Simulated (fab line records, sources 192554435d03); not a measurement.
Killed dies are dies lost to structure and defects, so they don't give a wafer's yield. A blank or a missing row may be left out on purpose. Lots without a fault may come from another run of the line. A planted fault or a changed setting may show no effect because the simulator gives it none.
fab line records | flow n5_finfet
record lots=7 wafers=39
route steps=1938 shown BEOL_M7@1308 BEOL_M9@1460
start_h: hours from the record's first day to the start of the lot's first wafer shown | wait_h: hours since the lot's step before | " the same as in the row above | L1.1+2: a row that stands for several wafers | - no value, or no start given | * or withheld: withheld | < > ~ a bound
route shown NAME@n: a module of which the file shows steps, and the number in the route of the first | usual: mean/standard deviation of fault-free wafers | same: alike in all rows | chamber/n: place in a boat | sites: the reading at each site | _std_site: their standard deviation | _edge_site: outer sites' mean less inner sites' | radius_mm: how far each site lies from the wafer's centre | mask NAME#n: copy n | behind: the tool/chamber that last shaped the wafer | hold: why the lot was held/for how many hours/how that ended | device: the transistor (n, p or np) that didn't switch | end of line: the same wafers' tests at the end of the route | a step without rows: its recipe alone | killed: dies lost to structure and defects at the first sort, not the wafer's yield | map: a wafer's dies, x killed, . not, _ none there
set.NAME: the setting as run; set.NAME@STEP: as run at that earlier step | model.NAME: the simulator's own value behind a step, which no gauge read
lots whose settings were changed on purpose; a table a step, a row a wafer
## steps
# step N5_BEOL_M7_TRENCH_ETCH_37
# recipe chemistry=C4F6/O2 target_depth_a=934.78 target=SiCOH_lowk time_s=31.2 ion_energy_ev=250 pressure_mtorr=30 source_w=345 bias_w=185 Ar_flow_sccm=300 C4F6_flow_sccm=10 O2_flow_sccm=10
# columns lot.wafer tool chamber start_h wait_h set.target_depth_a model.BEOL_M7.feature_depth_nm model.etch.depth_nm model.TiN_of_BEOL_M7_HM_DEP_02.thk_nm
L074.1 rie_diel-04 3 - - 397.1 39.4 39.39 19.2
L074.2 " 2 " " 934.78 93.6 93.67 17.4
L074.3 " 1 " " 934.78 91.8 91.73 17.4
L074.4 " 0 " " 934.78 94 94.03 17.2
L074.5 " 1 " " 397.1 39.6 39.55 19
L074.6 " 0 " " 397.1 39.6 39.59 19.2
L077.1 rie_diel-03 2 - - 934.78 92.8 92.88 17.4
L077.2 " 0 " " 1326 131.4 131.5 16.4
L077.3 " 1 " " 1326 129.2 129.2 16.4
L077.4 " 3 " " 1326 133 133 16.4
L077.5 " 0 " " 934.78 93 93.06 17.4
L077.6 " 3 " " 934.78 93 93.06 17.6
L076.1 rie_diel-03 3 - - 934.78 94.8 94.81 17.4
L076.2 " 0 " " 934.78 92.4 92.3 17.6
L076.3 " 2 " " 1363 135.8 135.7 16.2
L076.4 " 1 " " 1363 134.6 134.6 16.8
L076.5 " 3 " " 934.78 93.6 93.66 17.6
L076.6 " 0 " " 1363 134.6 134.6 16.2
L090.1 rie_diel-04 2 - - 934.78 93 92.91 17.6
L090.2 " 0 " " 934.78 95 94.94 17.2
L090.3 " 1 " " 1138 112 111.9 16.6
L090.4 " 3 " " 934.78 92.8 92.89 17.4
L090.5 " 3 " " 1138 113.4 113.4 16.4
L090.6 " 0 " " 1138 114.6 114.6 16.6
L091.1 rie_diel-03 1 - - 934.78 92 92.05 17.2
L091.2 " 2 " " 934.78 97.4 97.49 17.8
L091.4 " 3 " " 934.78 95.4 95.41 17.6
L092.1 rie_diel-04 2 - - 1241 122.2 122.3 16.8
L092.2 " 0 " " 934.78 92.4 92.48 17.2
L092.3 " 1 " " 1241 118.8 118.8 16.8
L092.4 " 1 " " 934.78 90 90.01 17.6
L092.5 " 2 " " 934.78 92.2 92.2 17.6
L092.6 " 0 " " 1241 123 122.9 16.6
L096.1 rie_diel-03 0 - - 934.78 92 92.07 17.2
L096.2 " 3 " " 621.2 63 63.03 18.4
L096.3 " 2 " " 934.78 97.4 97.34 17.2
L096.4 " 1 " " 621.2 61.2 61.16 18
L096.5 " 0 " " 934.78 92.4 92.3 17.2
L096.6 " 3 " " 621.2 62.2 62.23 18
# step N5_BEOL_M7_ETCH_41
# recipe chemistry=CH3F/O2 target=SiCN target_depth_a=319 taper_deg=2 time_s=57.8 ion_energy_ev=120 mask_material=TiN pressure_mtorr=30 source_w=395 bias_w=75 Ar_flow_sccm=150 CH3F_flow_sccm=30 O2_flow_sccm=20
# step N5_BEOL_M7_STRIP_80
# recipe chemistry=N2/H2 time_s=10 power_w=450 temp_c=40 pressure_mtorr=20 rf_frequency_hz=6e+07 bias_power_w=7 n2_flow_sccm=200 h2_flow_sccm=200
# step N5_BEOL_M7_OCD_MEAS_38
# usual trench_depth_nm=93.4/1.9
# columns lot.wafer tool chamber start_h wait_h set.target_depth_a@BEOL_M7_TRENCH_ETCH_37 trench_depth_nm
L074.1 ocd-01 - 191.72 - 397.1 39.2
L074.2 " - " " 934.78 93.7
L074.3 " - " " 934.78 92.4
L074.4 " - " " 934.78 94.0
L074.5 " - " " 397.1 39.4
L074.6 " - " " 397.1 39.0
L077.1 ocd-02 - 209.16 - 934.78 93.0
L077.2 " - " " 1326 131.6
L077.3 " - " " 1326 129.3
L077.4 " - " " 1326 133.0
L077.5 " - " " 934.78 92.5
L077.6 " - " " 934.78 92.9
L076.1 ocd-02 - 210.63 - 934.78 95.2
L076.2 " - " " 934.78 92.8
L076.3 " - " " 1363 135.6
L076.4 " - " " 1363 133.9
L076.5 " - " " 934.78 94.1
L076.6 " - " " 1363 134.5
L090.1 ocd-02 - 299.88 - 934.78 93.1
L090.2 " - " " 934.78 95.0
L090.3 " - " " 1138 111.4
L090.4 " - " " 934.78 93.2
L090.5 " - " " 1138 113.0
L090.6 " - " " 1138 114.5
L091.1 ocd-02 - 307.10 - 934.78 92.3
L091.2 " - " " 934.78 97.0
L091.4 " - " " 934.78 95.5
L092.1 ocd-02 - 319.33 - 1241 122.6
L092.2 " - " " 934.78 91.9
L092.3 " - " " 1241 118.9
L092.4 " - " " 934.78 89.4
L092.5 " - " " 934.78 92.9
L092.6 " - " " 1241 123.1
L096.1 ocd-01 - 349.55 - 934.78 91.9
L096.2 " - " " 621.2 62.9
L096.3 " - " " 934.78 97.4
L096.4 " - " " 621.2 60.9
L096.5 " - " " 934.78 92.9
L096.6 " - " " 621.2 62.2
# step N5_BEOL_M7_HM_STRIP_39
# recipe chemistry=peroxide_tin_strip material=TiN target_depth_a=250 temp_c=50 time_s=158
# step N5_BEOL_M7_SRD_40
# recipe time_s=30 temp_c=23 rinse_liquid=diw dry=ipa_marangoni
# step N5_BEOL_M7_ECD_50
# recipe material=Cu target_thk_a=3000
# step N5_BEOL_M7_ANNEAL_51
# recipe temp_c=225 time_s=90 ambient=N2
# step N5_BEOL_M7_CMP_52
# recipe stop_on=SiCOH_lowk t_overpolish_s=6.9 down_force_psi=1 platen_rpm=50 clearing_platen_down_force_psi=1.5 clearing_platen_rpm=50 post_cmp_clean=cu_alkaline target_thk_nm=80 clearing_platen_pad_velocity_m_s=0.99484 pad_velocity_m_s=0.99484
# columns lot.wafer tool chamber start_h wait_h set.target_depth_a@BEOL_M7_TRENCH_ETCH_37 model.Cu_of_BEOL_M7_ECD_50.thk_nm
L074.4 cmp-03 1 198.12 0.1 934.78 83.2
L074.3 " 2 " " 934.78 79.4
L074.2 " 3 " " 934.78 82.4
L074.1+6 " 0,2 " " 397.1 26.4
L074.5 " 1 " " 397.1 27.8
L077.4 cmp-01 3 212.54 0.2 1326 120.4
L077.1 " 0 " " 934.78 79.4
L077.3 " 1 " " 1326 117.8
L077.2 " 2 " " 1326 116.8
L077.6 " 3 " " 934.78 80.8
L077.5 " 0 " " 934.78 80.2
L076.4 cmp-01 2 213.19 0.1 1363 120.2
L076.3 " 3 " " 1363 124
L076.1 " 0 " " 934.78 82.8
L076.2 " 1 " " 934.78 81.6
L076.6 " 2 " " 1363 120.8
L076.5 " 3 " " 934.78 81.2
L090.2 cmp-04 1 301.77 0.2 934.78 82.2
L090.3 " 2 " " 1138 97.8
L090.4 " 3 " " 934.78 79.4
L090.1 " 0 " " 934.78 78.8
L090.5 " 1 " " 1138 100
L090.6 " 2 " " 1138 99.4
L091.1 cmp-01 1 309.25 0.3 934.78 81.2
L091.2+4 " 2,3 " " 934.78 83.8
L092.3 cmp-01 3 322.43 0.3 1241 106.4
L092.1 " 0 " " 1241 109.4
L092.4 " 1 " " 934.78 77.6
L092.2 " 2 " " 934.78 79.6
L092.5 " 3 " " 934.78 80.2
L092.6 " 0 " " 1241 110.4
L096.4 cmp-01 0 352.17 0.2 621.2 47.8
L096.1 " 1 " " 934.78 79.4
L096.3 " 2 " " 934.78 82.4
L096.2 " 3 " " 621.2 49.8
L096.5 " 0 " " 934.78 78.2
L096.6 " 1 " " 621.2 49.6
# step N5_BEOL_M7_THK_MEAS_53
# recipe thk_meas_gauge=xrf reads=Cu_of_BEOL_M7_ECD_50
# usual M7_THK=81.2/2
# columns lot.wafer tool chamber start_h wait_h set.target_depth_a@BEOL_M7_TRENCH_ETCH_37 M7_THK[nm]
L074.1 film_metro-02 - 198.41 - 397.1 26.7
L074.2 " - " " 934.78 82.9
L074.3 " - " " 934.78 80.2
L074.4 " - " " 934.78 84.2
L074.5 " - " " 397.1 28.2
L074.6 " - " " 397.1 26.6
L077.1 film_metro-02 - 212.84 - 934.78 79.7
L077.2 " - " " 1326 117.3
L077.3 " - " " 1326 118.0
L077.4 " - " " 1326 121.1
L077.5 " - " " 934.78 80.3
L077.6 " - " " 934.78 81.2
L076.1 film_metro-01 - 213.48 - 934.78 82.9
L076.2 " - " " 934.78 82.0
L076.3 " - " " 1363 125.0
L076.4 " - " " 1363 121.2
L076.5 " - " " 934.78 82.0
L076.6 " - " " 1363 121.8
L090.1 film_metro-02 - 302.07 - 934.78 79.7
L090.2 " - " " 934.78 83.3
L090.3 " - " " 1138 99.1
L090.4 " - " " 934.78 80.7
L090.5 " - " " 1138 101.4
L090.6 " - " " 1138 100.6
L091.1 film_metro-01 - 309.51 - 934.78 82.6
L091.2 " - " " 934.78 85.2
L091.4 " - " " 934.78 84.8
L092.1 film_metro-01 - 322.72 - 1241 111.2
L092.2 " - " " 934.78 80.7
L092.3 " - " " 1241 107.6
L092.4 " - " " 934.78 78.8
L092.5 " - " " 934.78 81.5
L092.6 " - " " 1241 111.7
L096.1 film_metro-01 - 352.47 - 934.78 80.2
L096.2 " - " " 621.2 50.6
L096.3 " - " " 934.78 83.6
L096.4 " - " " 621.2 48.4
L096.5 " - " " 934.78 78.7
L096.6 " - " " 621.2 50.3
# step N5_BEOL_M7_PRE_CLEAN_55
# recipe gas=NH3 time_s=15 temp_c=withheld rf_power_w=300
# step N5_BEOL_M7_DEP_56
# recipe material=SiCN target_thk_a=100 temp_c=withheld precursor=3MS/NH3 pressure_torr=3 rf_w=202 time_s=17.5
# step N5_BEOL_M7_RS_MEAS_57
# recipe thk_meas_gauge=four-point-probe reads=Cu_of_BEOL_M7_ECD_50+Co_of_BEOL_M7_CVD_78+TaN_of_BEOL_M7_ALD_77
# usual M7_RS=0.285/0.0083
# columns lot.wafer tool chamber start_h wait_h set.target_depth_a@BEOL_M7_TRENCH_ETCH_37 M7_RS[ohm/sq]
L074.1 film_metro-01 - 198.55 0.1 397.1 1.171
L074.2 " - " " 934.78 0.276
L074.3 " - " " 934.78 0.289
L074.4 " - " " 934.78 0.274
L074.5 " - " " 397.1 1.094
L074.6 " - " " 397.1 1.168
L077.1 film_metro-02 - 212.97 0.1 934.78 0.288
L077.2 " - " " 1326 0.185
L077.3 " - " " 1326 0.184
L077.4 " - " " 1326 0.178
L077.5 " - " " 934.78 0.285
L077.6 " - " " 934.78 0.282
L076.1 film_metro-01 - 213.64 0.1 934.78 0.275
L076.2 " - " " 934.78 0.280
L076.3 " - " " 1363 0.174
L076.4 " - " " 1363 0.180
L076.5 " - " " 934.78 0.281
L076.6 " - " " 1363 0.179
L090.1 film_metro-02 - 302.20 0.1 934.78 0.292
L090.2 " - " " 934.78 0.277
L090.3 " - " " 1138 0.227
L090.4 " - " " 934.78 0.288
L090.5 " - " " 1138 0.220
L090.6 " - " " 1138 0.222
L091.1 film_metro-01 - 309.67 0.1 934.78 0.282
L091.2 " - " " 934.78 0.272
L091.4 " - " " 934.78 0.272
L092.1 film_metro-01 - 322.85 0.1 1241 0.200
L092.2 " - " " 934.78 0.288
L092.3 " - " " 1241 0.206
L092.4 " - " " 934.78 0.296
L092.5 " - " " 934.78 0.285
L092.6 " - " " 1241 0.198
L096.1 film_metro-02 - 352.60 0.1 934.78 0.289
L096.2 " - " " 621.2 0.507
L096.3 " - " " 934.78 0.276
L096.4 " - " " 621.2 0.537
L096.5 " - " " 934.78 0.293
L096.6 " - " " 621.2 0.509
# step N5_BEOL_M9_CVD_78
# recipe material=Co target_thk_a=20 temp_c=withheld precursor=CCTBA/H2 pressure_torr=30 time_s=138.9
# columns lot.wafer tool chamber start_h wait_h set.target_thk_a model.Co_of_BEOL_M9_CVD_78.thk_nm
L074.1+3+6 cvd_co-02 0,2,2 212.24 0.0 20 2
L074.2+4+5 " 1,0,1 " " 24.76 2.4
L076.1+4 cvd_co-01 0,1 227.67 0.3 20 2.2
L076.2+5 " 2 " " 9.425 1
L076.3 " 1 " " 20 2
L076.6 " 0 " " 9.425 1.2
L077.1+2+3 cvd_co-02 2,0,1 230.43 0.2 20 2
L077.4+5+6 " 1,2,0 " " 31.83 3.2
L090.1 cvd_co-02 0 320.35 0.0 25.48 2.4
L090.2+6 " 2 " " 25.48 2.6
L090.3+4+5 " 1,1,0 " " 20 2
L091.1 cvd_co-01 0 325.09 0.1 20 2.2
L091.2+4 " 1,0 " " 20 2
L092.1 cvd_co-02 0 334.73 0.4 11.91 1.2
L092.2+6 " 2 " " 20 2
L092.3 " 1 " " 20 2.2
L092.4+5 " 0,1 " " 11.91 1.4
L096.1+3+4+5+6 cvd_co-02 0,1,1,0,2 366.74 0.1 20 2
L096.2 " 2 " " 20 2.2
## key
split step=N5_BEOL_M7_TRENCH_ETCH_37 setting=target_depth_a stated=934.78 by=wafer
response step=N5_BEOL_M7_TRENCH_ETCH_37 reading=model.BEOL_M7.feature_depth_nm change=+0.921 per=1% r=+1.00
response step=N5_BEOL_M7_TRENCH_ETCH_37 reading=model.etch.depth_nm change=+0.921 per=1% r=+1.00
response step=N5_BEOL_M7_TRENCH_ETCH_37 reading=model.TiN_of_BEOL_M7_HM_DEP_02.thk_nm change=-0.0279 per=1% r=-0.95
response step=N5_BEOL_M7_OCD_MEAS_38 reading=trench_depth_nm change=+0.922 per=1% r=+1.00
response step=N5_BEOL_M7_CMP_52 reading=model.Cu_of_BEOL_M7_ECD_50.thk_nm change=+0.915 per=1% r=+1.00
response step=N5_BEOL_M7_THK_MEAS_53 reading=M7_THK change=+0.923 per=1% r=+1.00
response step=N5_BEOL_M7_RS_MEAS_57 reading=M7_RS shape=bent at_lowest=1.144 at_stated=0.283 at_highest=0.177
split step=N5_BEOL_M9_CVD_78 setting=target_thk_a stated=20 by=wafer
response step=N5_BEOL_M9_CVD_78 reading=model.Co_of_BEOL_M9_CVD_78.thk_nm change=+0.0196 per=1% r=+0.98
